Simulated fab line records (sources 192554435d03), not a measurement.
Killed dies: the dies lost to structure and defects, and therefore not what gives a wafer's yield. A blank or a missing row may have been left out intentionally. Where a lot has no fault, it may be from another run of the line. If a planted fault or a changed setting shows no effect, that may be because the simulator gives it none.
Which tool is to blame? | flow n5Finfet | 8 lots, 24 wafers sampled, at 7 steps of a route of 1938

== WHAT EACH GAUGE READ, for each wafer ==
N5_BEOL_M0_SAQP_INSPECT_42: inspects for defects (brightfield).
lot  | measured     | on               | rawDefectCount
L735 | day 7 10:13  | defectInspect-01 | 292 274 199
L734 | day 7 17:08  | defectInspect-02 | 304 192 369
L736 | day 7 19:34  | defectInspect-01 | 298 234 1505
L737 | day 7 22:29  | defectInspect-02 | 1507 352 288
L743 | day 9 14:10  | defectInspect-01 | 237 266 269
L744 | day 9 19:47  | defectInspect-01 | 270 350 354
L748 | day 10 20:14 | defectInspect-02 | 272 291 311
L751 | day 11 09:18 | defectInspect-02 | 224 298 201

N5_BEOL_M0_CUTY_INSPECT_59: inspects for defects (macro).
lot  | measured     | on               | rawDefectCount
L735 | day 7 11:58  | defectInspect-01 | 1 2 0
L734 | day 7 18:53  | defectInspect-02 | 3 2 0
L736 | day 7 21:13  | defectInspect-01 | 0 2 >300
L737 | day 8 00:04  | defectInspect-02 | >300 2 1
L743 | day 9 15:26  | defectInspect-02 | 1 2 1
L744 | day 9 21:31  | defectInspect-01 | 2 1 0
L748 | day 10 22:04 | defectInspect-01 | 2 6 1
L751 | day 11 10:43 | defectInspect-02 | 3 3 1

N5_BEOL_M4_RC_MEAS_101.
lot  | measured     | on        | DIBL_N (mV/V)  | DIBL_P (mV/V)  | IOFF_N (nA/um) | IOFF_P (nA/um) | ION_N (uA/um) | ION_P (uA/um) | SS_N (mV/dec)  | SS_P (mV/dec)  | VT_N (mV)   | VT_P (mV)
L735 | day 9 17:13  | prober-01 | 36.0 39.2 38.9 | 35.7 39.2 39.0 | 0.15 0.21 0.20 | 0.20 0.27 0.25 | 665 683 676   | 462 468 470   | 71.5 72.0 72.2 | 72.8 74.2 73.1 | 254 251 248 | -250 -248 -250
L734 | day 10 00:50 | prober-01 | 38.6 36.7 35.0 | 40.7 37.9 36.7 | 0.21 0.17 0.13 | 0.24 0.19 0.17 | 691 683 665   | 467 459 451   | 72.3 72.1 71.1 | 73.7 72.5 72.8 | 247 249 254 | -250 -251 -255
L736 | day 9 22:04  | prober-02 | 36.3 38.0 36.0 | 36.0 39.9 36.2 | 0.15 0.19 0.15 | 0.18 0.26 0.19 | 663 677 667   | 455 462 458   | 71.7 71.8 71.1 | 73.6 74.1 73.6 | 251 249 249 | -253 -249 -251
L737 | day 10 02:31 | prober-01 | 37.6 34.9 38.6 | 38.2 34.9 38.6 | 0.20 0.14 0.20 | 0.24 0.19 0.25 | 682 667 682   | 460 458 465   | 72.5 71.6 72.4 | 74.0 72.9 73.3 | 248 252 247 | -248 -252 -247
L743 | day 12 13:22 | prober-02 | 37.4 39.5 34.0 | 36.8 40.4 33.2 | 0.21 0.25 0.13 | 0.27 0.34 0.20 | 697 702 667   | 478 486 462   | 71.8 72.1 70.4 | 73.6 73.8 72.5 | 245 242 252 | -244 -243 -247
L744 | day 12 01:48 | prober-02 | 31.7 34.5 33.8 | 31.2 35.6 34.5 | 0.09 0.13 0.12 | 0.13 0.19 0.18 | 654 667 667   | 456 461 469   | 70.2 70.7 70.6 | 71.9 73.1 72.2 | 258 251 251 | -256 -251 -251
L748 | day 12 18:34 | prober-02 | 35.1 36.7 34.3 | 36.4 38.3 35.3 | 0.15 0.19 0.14 | 0.23 0.26 0.21 | 668 679 669   | 461 472 466   | 71.7 72.2 71.8 | 73.3 72.9 72.9 | 248 246 252 | -248 -245 -248
L751 | day 13 23:44 | prober-02 | 34.4 35.2 32.4 | 33.0 34.1 30.8 | 0.11 0.12 0.09 | 0.17 0.18 0.14 | 659 658 653   | 459 459 453   | 70.6 71.7 70.3 | 72.5 72.9 71.6 | 255 255 257 | -251 -253 -255

== EACH LOT AND THE TOOL THAT RAN IT (in order: tool; ch and the chambers of the sampled wafers; start) ==
lot  | N5_BEOL_M0_SAQP_MANDREL_ETCH_20 | N5_BEOL_M0_SAQP_RECESS_104        | N5_BEOL_M0_SAQP_SPACER2_ETCHBACK_27 | N5_BEOL_M0_SAQP_DESCUM_45
L735 | rieSi-05 ch 0,1,3, day 7 06:39  | vaporEtch-02 ch 0, day 7 08:12    | rieDiel-01 ch 0,1, day 7 09:30      | rieDiel-06 ch 1,2,3, day 7 10:15
L734 | rieSi-01 ch 0,1, day 7 12:03    | vaporEtch-01 ch 0,1, day 7 13:38  | rieDiel-01 ch 0,1,3, day 7 16:32    | rieDiel-03 ch 0,2,3, day 7 17:10
L736 | rieSi-05 ch 1,2, day 7 15:56    | vaporEtch-01 ch 0,1, day 7 17:44  | rieDiel-03 ch 2,3, day 7 18:55      | rieDiel-01 ch 0,1,2, day 7 19:37
L737 | rieSi-05 ch 1,2,3, day 7 18:59  | vaporEtch-01 ch 0,1, day 7 20:35  | rieDiel-03 ch 2,3, day 7 21:53      | rieDiel-03 ch 0,2, day 7 22:31
L743 | rieSi-02 ch 0,1, day 9 08:26    | vaporEtch-01 ch 0,1, day 9 10:23  | rieDiel-01 ch 0,1, day 9 13:27      | rieDiel-06 ch 0,1,3, day 9 14:13
L744 | rieSi-02 ch 0,1,2, day 9 16:00  | vaporEtch-01 ch 0,1, day 9 17:52  | rieDiel-03 ch 1,2,3, day 9 19:04    | rieDiel-06 ch 0,2,3, day 9 20:00
L748 | rieSi-05 ch 0,1,3, day 10 16:28 | vaporEtch-02 ch 0,1, day 10 18:01 | rieDiel-06 ch 0,1,3, day 10 19:39   | rieDiel-01 ch 0,1,2, day 10 20:28
L751 | rieSi-05 ch 1,3, day 11 04:33   | vaporEtch-01 ch 0,1, day 11 07:16 | rieDiel-01 ch 0,2, day 11 08:43     | rieDiel-06 ch 0,1,3, day 11 09:20
- N5_BEOL_M0_SAQP_MANDREL_ETCH_20: etches a-Si in HBr/Cl2, stops on SiNx, target depth 60 nm, bt time 10 s, time 30 s.
- N5_BEOL_M0_SAQP_RECESS_104: chemistry HF/NH3, target SiO2, target depth 18 nm, afs cycles 3, sublimation time 60 s.
- N5_BEOL_M0_SAQP_SPACER2_ETCHBACK_27: etches SiO2 in CHF3/O2, target depth 22.5 nm, time 11.25 s.
- N5_BEOL_M0_SAQP_DESCUM_45: chemistry O2, time 7 s.

== AS READ BY THE TOOLS THEMSELVES (means over the sampled wafers that have a number; for cases with no such wafer, the mark the record gives instead) ==
N5_BEOL_M0_SAQP_MANDREL_ETCH_20.
lot  | tool     | HBr_flow_sccm (sccm) | biasW (W) | drypumpMotorCurrentA (A) | oesProductAu (a.u.) | throttleValvePct (%)
L735 | rieSi-05 | 149.9                | 74.90     | 5.3                      | 0.789               | 35.3
L734 | rieSi-01 | 149.6                | 75.20     | 5.6                      | 0.786               | 35.7
L736 | rieSi-05 | 150.0                | 75.00     | 5.4                      | 0.769               | 35.6
L737 | rieSi-05 | 150.0                | 74.89     | 5.6                      | 0.774               | 35.3
L743 | rieSi-02 | 149.9                | 75.04     | 6.0                      | 0.774               | 35.3
L744 | rieSi-02 | 150.2                | 75.06     | 6.1                      | 0.777               | 35.6
L748 | rieSi-05 | 149.7                | 75.05     | 5.4                      | 0.791               | 35.3
L751 | rieSi-05 | 150.2                | 75.26     | 5.6                      | 0.779               | 34.9

N5_BEOL_M0_SAQP_RECESS_104.
lot  | tool         | drypumpMotorCurrentA (A)
L735 | vaporEtch-02 | 5.4
L734 | vaporEtch-01 | 5.9
L736 | vaporEtch-01 | 5.9
L737 | vaporEtch-01 | 5.9
L743 | vaporEtch-01 | 6.1
L744 | vaporEtch-01 | 5.9
L748 | vaporEtch-02 | 5.6
L751 | vaporEtch-01 | 6.1

N5_BEOL_M0_SAQP_SPACER2_ETCHBACK_27.
lot  | tool       | biasW (W) | drypumpMotorCurrentA (A) | oesProductAu (a.u.) | rfVppV (V) | showerheadPlenumPTorr (Torr) | throttleValvePct (%)
L735 | rieDiel-01 | 170.2     | 6.0                      | 0.93                | 509        | 2.36                         | 18.72
L734 | rieDiel-01 | 170.2     | 6.2                      | 0.85                | 513        | 2.37                         | 18.77
L736 | rieDiel-03 | 170.2     | 5.2                      | 0.72                | 523        | 2.33                         | 19.14
L737 | rieDiel-03 | 169.6     | 5.4                      | 0.72                | 516        | 2.37                         | 19.26
L743 | rieDiel-01 | 169.8     | 6.0                      | 0.88                | 510        | 2.35                         | 18.73
L744 | rieDiel-03 | 169.8     | 5.4                      | 0.71                | 523        | 2.35                         | 19.29
L748 | rieDiel-06 | 169.9     | 5.5                      | 0.75                | 520        | 2.32                         | 18.88
L751 | rieDiel-01 | 170.6     | 6.1                      | 0.89                | 514        | 2.35                         | 18.83

N5_BEOL_M0_SAQP_DESCUM_45.
lot  | tool       | biasPowerW (W) | drypumpMotorCurrentA (A) | oesProductAu (a.u.) | rfVppV (V) | showerheadPlenumPTorr (Torr) | throttleValvePct (%)
L735 | rieDiel-06 | 20.09          | 5.4                      | 0.75                | 241.6      | 2.02                         | 20.45
L734 | rieDiel-03 | 20.05          | 5.5                      | 0.79                | 243.1      | 2.07                         | 20.65
L736 | rieDiel-01 | 20.01          | 6.0                      | 0.93                | 242.9      | 2.05                         | 20.36
L737 | rieDiel-03 | 20.02          | 5.9                      | 0.85                | 244.4      | 2.13                         | 20.70
L743 | rieDiel-06 | 20.00          | 5.5                      | 0.77                | 241.5      | 1.99                         | 20.23
L744 | rieDiel-06 | 20.02          | 5.7                      | 0.77                | 242.8      | 2.04                         | 20.45
L748 | rieDiel-01 | 19.98          | 6.0                      | 0.87                | 242.8      | 2.05                         | 20.40
L751 | rieDiel-06 | 20.04          | 5.5                      | 0.76                | 241.7      | 1.99                         | 20.25

== THE ANSWER, worked out from the rows above alone ==
Rule: usual is defined by the lots themselves. The widest of any qualifying gaps counts: lots, ordered by their means at a reading, are off when they make up no more than a third of the lots, leave a main group of 4 or more, and stand apart from it by 3 or more times the standard deviation of that group's means. Not used: any main group whose means are identical at the precision the tables above print for the reading. Also off: a lot with no number at a reading for which 4 or more lots have one. The other lots that the step has rows for count as sound. The gauges are gone through in route order, then the tools' own readings, and for those a lot's mean is taken as printed above. At the first step where some lot is off, the reading lying furthest off is the one used; lots without a number count as furthest.
Off, at N5_BEOL_M0_SAQP_INSPECT_42 on rawDefectCount: L736, L737. For the main group the mean is 276 and the standard deviation 28.
If a tool, at a process step before that reading, ran all the lots that are off and no sound lot after the first of them, it fits. Gauges at N5_BEOL_M0_SAQP_INSPECT_42: tried the same way as those tools. Not one of the candidates tried fits.

== WHAT THE SIMULATOR PUT IN ==
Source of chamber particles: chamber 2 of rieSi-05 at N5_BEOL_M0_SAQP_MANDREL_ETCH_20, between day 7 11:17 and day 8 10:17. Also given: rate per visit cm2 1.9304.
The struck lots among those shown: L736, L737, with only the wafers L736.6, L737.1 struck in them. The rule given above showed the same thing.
